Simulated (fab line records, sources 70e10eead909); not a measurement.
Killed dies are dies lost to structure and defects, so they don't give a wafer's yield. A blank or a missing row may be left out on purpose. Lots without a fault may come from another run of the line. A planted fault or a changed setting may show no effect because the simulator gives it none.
fab line records | flow nand_harc
record lots=11 wafers=33 last_day=33
route steps=1302 shown A_BLC@1126 A_M0@1144 END@1302
lots that met no fault: from a run of the same line without faults
start_h: hours from the record's first day to the start of the lot's first wafer shown | wait_h: hours since the lot's step before | " the same as in the row above | L1.1+2: a row that stands for several wafers | - no value, or no start given | * or withheld: withheld | < > ~ a bound
route shown NAME@n: a module of which the file shows steps, and the number in the route of the first | usual: mean/standard deviation of fault-free wafers | same: alike in all rows | chamber/n: place in a boat | sites: the reading at each site | _std_site: their standard deviation | _edge_site: outer sites' mean less inner sites' | radius_mm: how far each site lies from the wafer's centre | mask NAME#n: copy n | behind: the tool/chamber that last shaped the wafer | hold: why the lot was held/for how many hours/how that ended | device: the transistor (n, p or np) that didn't switch | end of line: the same wafers' tests at the end of the route | a step without rows: its recipe alone | killed: dies lost to structure and defects at the first sort, not the wafer's yield | map: a wafer's dies, x killed, . not, _ none there
set.NAME: the setting as run; set.NAME@STEP: as run at that earlier step | model.NAME: the simulator's own value behind a step, which no gauge read
steps of the route over a sample of lots; a table a step, a row a wafer
services: from which hour (start_h, from the record's first day; less than 0 if before it) a tool's chamber was out of use, for how many hours, and why
## steps
# step NHARC_A_BLC_STRIP_21
# recipe o2_flow_sccm=500 ar_flow_sccm=0 bias_w=0 chemistry=O2
# usual drypump_motor_current_A=5.8/0.38 oes_product_au=1.000/0.0069 rf_vpp_V=57.7/0.74 showerhead_plenum_p_Torr=3.50/0.1 throttle_valve_pct=17.036/0.0084
# columns lot.wafer tool chamber start_h wait_h drypump_motor_current_A oes_product_au rf_hours_counter_h rf_vpp_V showerhead_plenum_p_Torr throttle_valve_pct
L262.1 rie_diel-08 1 511.82 0.1 5.7 1.006 8 57.4 3.30 17.039
L262.2 " 2 " " 6.0 0.998 9 56.6 3.52 17.036
L262.5 " 3 " " 5.6 1.005 - 57.5 3.45 17.039
L265.2 rie_diel-08 1 533.26 0.1 5.7 1.000 9 58.8 3.30 17.052
L265.6 " 0 " " 5.1 1.001 - 57.4 3.57 17.020
L265.5 " 1 " " 5.7 1.000 - 56.7 3.30 17.039
L264.1 rie_diel-08 3 538.43 0.1 5.6 0.998 10 57.4 3.45 17.026
L264.4 " 0 " " 5.1 0.992 10 57.3 3.57 17.049
L264.5 " 2 " " 6.0 0.997 - 56.7 3.52 17.018
L266.3 rie_diel-13 3 550.51 0.1 5.7 1.000 7 58.6 3.77 17.040
L266.1 " 1 " " 6.6 0.999 9 57.3 3.59 17.032
L266.5 " 2 " " 4.8 1.005 - 55.8 3.37 17.036
L272.3 rie_diel-11 2 618.74 0.1 5.8 0.998 0 58.3 3.44 17.042
L272.4 " 1 " " 5.5 1.008 0 56.9 3.52 17.034
L272.5 " 2 " " 5.8 0.993 - 58.5 3.44 17.035
L273.1 rie_diel-11 0 621.47 0.1 6.4 0.997 1 58.6 3.54 17.027
L273.6 " 0 " " 6.5 0.998 - 58.0 3.54 17.041
L273.5 " 1 " " 5.5 1.009 - 57.9 3.52 17.028
L271.2 rie_diel-08 3 622.10 0.1 5.6 1.012 5 58.6 3.45 17.027
L271.4 " 0 " " 5.1 0.991 5 56.9 3.57 17.042
L271.6 " 1 " " 5.7 0.992 - 57.7 3.29 17.034
L270.2 rie_diel-11 1 626.59 0.1 5.5 1.008 1 57.7 3.52 17.030
L270.3 " 2 " " 5.8 0.991 1 58.3 3.44 17.039
L270.4 " 0 " " 6.4 0.991 1 57.5 3.54 17.047
L278.1 rie_diel-11 3 675.32 0.1 5.9 1.013 5 57.2 3.63 17.035
L278.4 " 0 " " 6.4 0.998 5 58.6 3.54 17.025
L278.5 " 2 " " 5.8 0.988 - 56.9 3.44 17.044
L280.4 rie_diel-08 1 694.28 0.1 5.7 0.992 10 56.7 3.29 17.029
L280.5 " 2 " " 6.0 1.000 - 57.4 3.52 17.029
L280.6 " 3 " " 5.6 1.007 - 56.7 3.45 17.034
L284.4 rie_diel-08 2 744.63 0.1 6.0 0.995 1 58.5 3.52 17.046
L284.2 " 0 " " 5.1 0.998 1 58.0 3.57 17.027
L284.6 " 1 " " 5.7 0.999 - 57.6 3.29 17.040
# step NHARC_A_BLC_CVD_24
# recipe target_thk_a=1500 temp_c=300 pressure_torr=40 wf6_flow_sccm=40 h2_flow_sccm=1600 ar_flow_sccm=1560 time_s=434 material=W
# usual heater_power_w=487/35 mfc_wf6_sccm=40.01/0.12 throttle_valve_pct=7.95/0.26
# columns lot.wafer tool chamber start_h wait_h heater_power_w mfc_wf6_sccm throttle_valve_pct
L262.2 cvd_w-02 0 - - 467 40.04 8.21
L262.1 " 1 " " 511 40.02 8.09
L262.5 " 1 " " 528 39.99 7.90
L265.2 cvd_w-02 1 - - 533 40.10 7.96
L265.5 " 1 " " 530 39.83 7.87
L265.6 " 0 " " 458 40.18 8.43
L264.1 cvd_w-02 0 - - 456 39.77 8.27
L264.4 " 1 " " 528 39.98 7.75
L264.5 " 0 " " 458 39.83 8.23
L266.1 cvd_w-02 1 - - 529 39.88 7.74
L266.3 " 1 " " 529 40.03 7.91
L266.5 " 0 " " 465 39.85 8.54
L272.4 cvd_w-02 0 - - 462 40.04 8.77
L272.3 " 1 " " 522 39.96 7.89
L272.5 " 0 " " 474 40.09 8.13
L273.1 cvd_w-02 1 - - 526 40.17 8.02
L273.6 " 1 " " 538 40.11 7.86
L273.5 " 0 " " 471 39.86 8.31
L271.2 cvd_w-01 1 - - 449 39.96 8.05
L271.4 " 1 " " 442 40.07 8.07
L271.6 " 0 " " 447 40.04 7.60
L270.2 cvd_w-01 0 - - 456 39.83 7.45
L270.3 " 1 " " 428 40.03 7.73
L270.4 " 0 " " 462 40.06 7.69
L278.1 cvd_w-02 0 - - 501 40.11 7.99
L278.4 " 0 " " 497 40.21 8.06
L278.5 " 0 " " 489 39.99 8.16
L280.4 cvd_w-02 1 - - 523 40.07 7.72
L280.6 " 0 " " 504 40.04 7.89
L280.5 " 1 " " 520 40.23 7.76
L284.2 cvd_w-01 1 - - 464 40.10 7.77
L284.4 " 1 " " 478 40.19 8.02
L284.6 " 1 " " 465 40.02 7.89
# step NHARC_A_BLC_INSPECT_28
# usual raw_defect_count=519/150
# columns lot.wafer tool chamber start_h wait_h raw_defect_count
L262.1 defect_inspect-02 - 513.60 0.1 535
L262.2 " - " " 389
L262.5 " - " " 539
L265.2 defect_inspect-01 - 535.04 0.1 482
L265.5 " - " " 384
L265.6 " - " " 406
L264.1 defect_inspect-01 - 540.22 0.1 351
L264.4 " - " " 397
L264.5 " - " " 450
L266.1 defect_inspect-01 - 552.31 0.1 409
L266.3 " - " " 400
L266.5 " - " " 458
L272.3 defect_inspect-02 - 620.56 0.1 863
L272.4 " - " " 474
L272.5 " - " " 699
L273.1 defect_inspect-02 - 623.27 0.1 506
L273.5 " - " " 738
L273.6 " - " " 575
L271.2 defect_inspect-01 - 623.88 0.1 498
L271.4 " - " " 595
L271.6 " - " " 571
L270.2 defect_inspect-01 - 628.40 0.1 681
L270.3 " - " " 448
L270.4 " - " " 573
L278.1 defect_inspect-01 - 677.11 0.1 654
L278.4 " - " " 667
L278.5 " - " " 783
L280.4 defect_inspect-01 - 696.04 0.1 534
L280.5 " - " " 403
L280.6 " - " " 388
L284.2 defect_inspect-01 - 746.45 0.1 410
L284.4 " - " " 371
L284.6 " - " " 473
# step NHARC_A_M0_EXPOSE_06
# recipe na=1.35 target_cd_nm=80 dose_mj=83.25 mask_id=A_M0
# columns lot.wafer tool chamber start_h wait_h mask
L262.1+2+5 arfi_scanner-01 0 514.23 - A_M0#0
L265.2+5+6 arfi_scanner-02 0 535.80 - A_M0#0
L264.1+4+5 arfi_scanner-01 0 540.98 - A_M0#0
L266.1+3+5 arfi_scanner-02 0 553.07 - A_M0#0
L272.3+4+5 arfi_scanner-01 0 621.33 - A_M0#0
L273.1+5+6 arfi_scanner-02 0 624.03 - A_M0#0
L271.2+4+6 arfi_scanner-01 0 624.65 - A_M0#0
L270.2+3+4 arfi_scanner-03 0 629.16 - A_M0#0
L278.1+4+5 arfi_scanner-02 0 677.87 - A_M0#0
L280.4+5+6 arfi_scanner-02 0 696.69 - A_M0#0
L284.2+4+6 arfi_scanner-03 0 747.21 - A_M0#0
# step NHARC_A_M0_OVL_MEAS_10
# recipe pitch_nm=160
# usual overlay_x_nm=0.2/0.8 overlay_y_nm=0.4/0.77
# columns lot.wafer tool chamber start_h wait_h overlay_x_nm overlay_y_nm
L262.1 overlay-01 - 514.46 - -0.3 1.7
L262.2 " - " " 0.0 1.7
L262.5 " - " " -0.1 1.4
L265.2 overlay-01 - 536.03 - 0.2 0.6
L265.5 " - " " -0.4 1.1
L265.6 " - " " 0.0 0.8
L264.1 overlay-01 - 541.21 - -0.4 -0.5
L264.4 " - " " 0.3 -0.5
L264.5 " - " " 0.7 0.1
L266.1 overlay-02 - 553.30 - 1.3 0.2
L266.3 " - " " 1.1 0.3
L266.5 " - " " 1.6 0.1
L272.3 overlay-02 - 621.55 - 0.1 0.0
L272.4 " - " " 0.4 -0.3
L272.5 " - " " 0.8 -0.6
L273.1 overlay-01 - 624.26 - 0.0 0.5
L273.5 " - " " 0.3 0.4
L273.6 " - " " -0.4 0.2
L271.2 overlay-01 - 624.88 - 0.5 -0.3
L271.4 " - " " 1.0 -0.4
L271.6 " - " " 0.8 -0.1
L270.2 overlay-01 - 629.38 - -0.2 1.4
L270.3 " - " " 0.1 1.1
L270.4 " - " " -0.2 1.6
L278.1 overlay-02 - 678.10 - 8.1 0.3
L278.4 " - " " 7.9 0.2
L278.5 " - " " 7.6 0.3
L280.4 overlay-01 - 696.91 - 7.9 -0.3
L280.5 " - " " 8.2 -0.8
L280.6 " - " " 7.9 -0.9
L284.2 overlay-02 - 747.43 - 1.4 1.3
L284.4 " - " " 1.0 1.8
L284.6 " - " " 1.3 1.3
# step NHARC_END_SORT_01
# recipe temp_c=25
# usual defect_limited_yield=91.9/2.2 killed_at_array=50/14 killed_at_other=0.9/1 killed_at_periphery=3.9/2.5 killed_dies=55/15 killed_open=3.5/1.9 killed_short=2.5/1.7 sort_bin_2_pct=3.0/1.1 sort_bin_3_pct=0.6/0.33 sort_bin_4_pct=4.6/1.1 sort_n_pass=622/15 sort_rim_yield_pct=90/3.8 sort_yield_pct=91.9/2.2
# same gross_dies=677 sort_bin_5_pct[%]=0 sort_bin_6_pct[%]=0 sort_bin_7_pct[%]=0 sort_bin_8_pct[%]=0 sort_rim_n_gross=106.00
# columns lot.wafer tool chamber start_h wait_h defect_limited_yield[%] killed_at_array killed_at_other killed_at_periphery killed_dies killed_open killed_short sort_bin_2_pct[%] sort_bin_3_pct[%] sort_bin_4_pct[%] sort_n_pass sort_rim_yield_pct[%] sort_yield_pct[%]
L265.2 prober-01 0 576.17 2.8 94.8 29 3 3 35 2 4 0.7 0.1 4.3 642 94 94.8
L265.5 prober-01 0 578.55 3.7 96.3 20 1 4 25 1 2 1.3 0.1 2.2 652 95 96.3
L265.6 prober-01 0 579.35 4.0 96.9 17 0 4 21 3 2 0.6 0.1 2.4 656 97 96.9
L266.1 prober-02 0 592.52 2.5 92.9 45 0 3 48 4 3 2.5 0.6 4.0 629 96 92.9
L266.3 prober-02 0 594.14 3.1 92.8 46 1 2 49 4 1 2.8 0.3 4.1 628 93 92.8
L266.5 prober-02 0 595.75 3.7 91.1 51 1 8 60 6 5 3.4 0.4 5.0 617 93 91.1
L272.3 prober-01 0 665.29 3.1 89.2 69 3 1 73 6 2 3.5 0.3 6.9 604 89 89.2
L272.4 prober-01 0 666.10 3.4 93.6 38 1 4 43 4 1 3.2 0.7 2.4 634 90 93.6
L272.5 prober-01 0 666.91 3.7 93.1 45 0 2 47 2 2 2.4 0.6 4.0 630 91 93.1
L280.4 prober-02 0 739.09 3.4 92.3 49 0 3 52 4 3 3.2 0.4 4.0 625 97 92.3
L280.5 prober-02 0 739.89 3.7 92.6 40 5 5 50 2 2 2.8 0.6 4.0 627 92 92.6
L280.6 prober-02 0 740.69 4.0 94.7 31 2 3 36 3 2 1.8 0.4 3.1 641 90 94.7
# killed by level:class
L265.2 A_STAIRCASE:chamber_film_flake=5 A_CONTACT:chamber_film_flake=5 A_CHANNEL_HOLE_D1:chamber_film_flake=4 A_CHANNEL_HOLE_D2:chamber_film_flake=3 THIN_TSV:chamber_film_flake=3 A_CHANNEL_FILL_D1:chamber_film_flake=2 A_ONON_D1:geometric_particle:short=1 A_CHANNEL_HOLE_D1:geometric_particle:short=1
L265.5 A_CHANNEL_HOLE_D2:chamber_film_flake=9 A_STAIRCASE:chamber_film_flake=5 A_CONTACT:chamber_film_flake=3 P_CONTACT:geometric_particle:short=1 P_M0:geometric_particle:open=1 A_BLC:geometric_particle:short=1 P_ZERO_WELL:chamber_film_flake=1 P_GATE:chamber_film_flake=1
L265.6 A_CHANNEL_HOLE_D1:chamber_film_flake=3 A_CHANNEL_HOLE_D2:chamber_film_flake=3 A_CONTACT:chamber_film_flake=3 A_ONON_D2:geometric_particle:short=2 P_ZERO_WELL:chamber_film_flake=2 P_M1:geometric_particle:open=1 A_CHANNEL_FILL_D2:geometric_particle:open=1 A_CONTACT:geometric_particle:open=1
L266.1 A_CHANNEL_HOLE_D2:chamber_film_flake=33 A_CHANNEL_HOLE_D1:chamber_film_flake=4 P_CONTACT:chamber_film_flake=2 P_GATE:geometric_particle:open=1 A_ONON_D1:geometric_particle:open=1 A_ONON_D1:geometric_particle:short=1 A_CHANNEL_FILL_D1:geometric_particle:open=1 A_ONON_D2:geometric_particle:short=1
L266.3 A_CHANNEL_HOLE_D2:chamber_film_flake=31 A_CHANNEL_HOLE_D1:chamber_film_flake=4 A_CONTACT:chamber_film_flake=3 A_STAIRCASE:chamber_film_flake=2 P_CONTACT:geometric_particle:open=1 A_SOURCE_PLATE:geometric_particle:open=1 A_ONON_D1:geometric_particle:short=1 A_ONON_D2:geometric_particle:open=1
L266.5 A_CHANNEL_HOLE_D2:chamber_film_flake=35 A_ONON_D2:geometric_particle:open=3 A_ONON_D2:geometric_particle:short=2 A_CONTACT:geometric_particle:open=2 P_STI:chamber_film_flake=2 A_CHANNEL_HOLE_D1:chamber_film_flake=2 P_M0:geometric_particle:short=1 P_M1:geometric_particle:short=1
L272.3 A_CHANNEL_HOLE_D1:chamber_film_flake=32 A_CHANNEL_HOLE_D2:chamber_film_flake=14 A_CONTACT:chamber_film_flake=10 A_BLC:chamber_film_flake=3 THIN_TSV:chamber_film_flake=3 A_ONON_D1:geometric_particle:open=2 A_ONON_D1:geometric_particle:short=1 A_CHANNEL_HOLE_D1:geometric_particle:open=1
L272.4 A_CHANNEL_HOLE_D1:chamber_film_flake=15 A_CHANNEL_HOLE_D2:chamber_film_flake=10 A_BLC:chamber_film_flake=3 A_STAIRCASE:geometric_particle:open=2 P_M2:chamber_film_flake=2 A_CONTACT:chamber_film_flake=2 A_ONON_D1:geometric_particle:short=1 A_CHANNEL_HOLE_D1:geometric_particle:open=1
L272.5 A_CHANNEL_HOLE_D2:chamber_film_flake=16 A_CHANNEL_HOLE_D1:chamber_film_flake=15 A_CONTACT:chamber_film_flake=3 A_BLC:chamber_film_flake=3 P_M2:chamber_film_flake=2 A_STAIRCASE:chamber_film_flake=2 A_CHANNEL_FILL_D2:geometric_particle:short=1 A_CHANNEL_FILL_D2:geometric_particle:open=1
L280.4 A_CHANNEL_HOLE_D1:chamber_film_flake=38 P_M0:chamber_film_flake=2 A_STAIRCASE:chamber_film_flake=2 P_M0:geometric_particle:open=1 A_ONON_D1:geometric_particle:short=1 A_CHANNEL_FILL_D1:geometric_particle:open=1 A_DECK1_JOINT:geometric_particle:short=1 A_WL_FILL:geometric_particle:open=1
L280.5 A_CHANNEL_HOLE_D1:chamber_film_flake=30 THIN_TSV:chamber_film_flake=5 A_SLIT:chamber_film_flake=3 P_CONTACT:chamber_film_flake=2 A_CONTACT:chamber_film_flake=2 P_GATE:geometric_particle:open=1 P_CONTACT:geometric_particle:open=1 A_CHANNEL_FILL_D1:geometric_particle:short=1
L280.6 A_CHANNEL_HOLE_D1:chamber_film_flake=20 A_SLIT:chamber_film_flake=5 A_STAIRCASE:chamber_film_flake=2 A_CHANNEL_HOLE_D1:geometric_particle:short=1 A_ONON_D2:geometric_particle:short=1 A_WL_FILL:geometric_particle:open=1 A_BLC:geometric_particle:open=1 P_CONTACT:chamber_film_flake=1
## services
# columns tool chamber start_h hours kind
rie_diel-08 3 495.83 8.4 repair
rie_diel-11 1 509.15 2.6 repair
cvd_w-01 - 523.03 2.4 repair
rie_diel-11 0 531.12 12.0 repair
cvd_w-02 0 535.20 3.8 repair
rie_diel-08 - 544.80 9.0 pm
cvd_w-01 - 547.00 13.0 pm
arfi_scanner-01 - 604.34 4.0 pm
rie_diel-11 - 609.50 9.0 pm
rie_diel-08 3 622.53 9.8 repair
cvd_w-02 - 631.41 13.0 pm
rie_diel-08 1 633.67 10.1 repair
cvd_w-01 - 637.94 1.1 repair
rie_diel-08 1 644.34 4.9 repair
rie_diel-08 3 653.73 4.9 repair
arfi_scanner-02 - 656.00 4.0 pm
cvd_w-01 1 661.11 3.2 repair
rie_diel-11 0 698.12 3.8 repair
arfi_scanner-01 - 704.02 10.6 repair
rie_diel-11 1 704.28 14.6 repair
cvd_w-02 - 707.92 0.6 repair
rie_diel-08 - 721.84 9.0 pm
cvd_w-01 - 728.00 13.0 pm
arfi_scanner-01 - 738.94 18.7 repair
## key
first_sign step=NHARC_A_M0_OVL_MEAS_10 reading=overlay_x_nm direction=up sigmas=9.7 usual=0.2 struck=7.9
effect none on later readings
met_at NHARC_A_M0_EXPOSE_06
struck_lots L278,L280
not_acting_at NHARC_A_BLC_STRIP_21,NHARC_A_BLC_CVD_24,NHARC_A_BLC_INSPECT_28
onset_between 624.03 677.87
fault kind=scanner_matching_overlay tool=arfi_scanner-02 chamber=- onset_h=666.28 steps=NHARC_A_M0_EXPOSE_06 offset=7.529
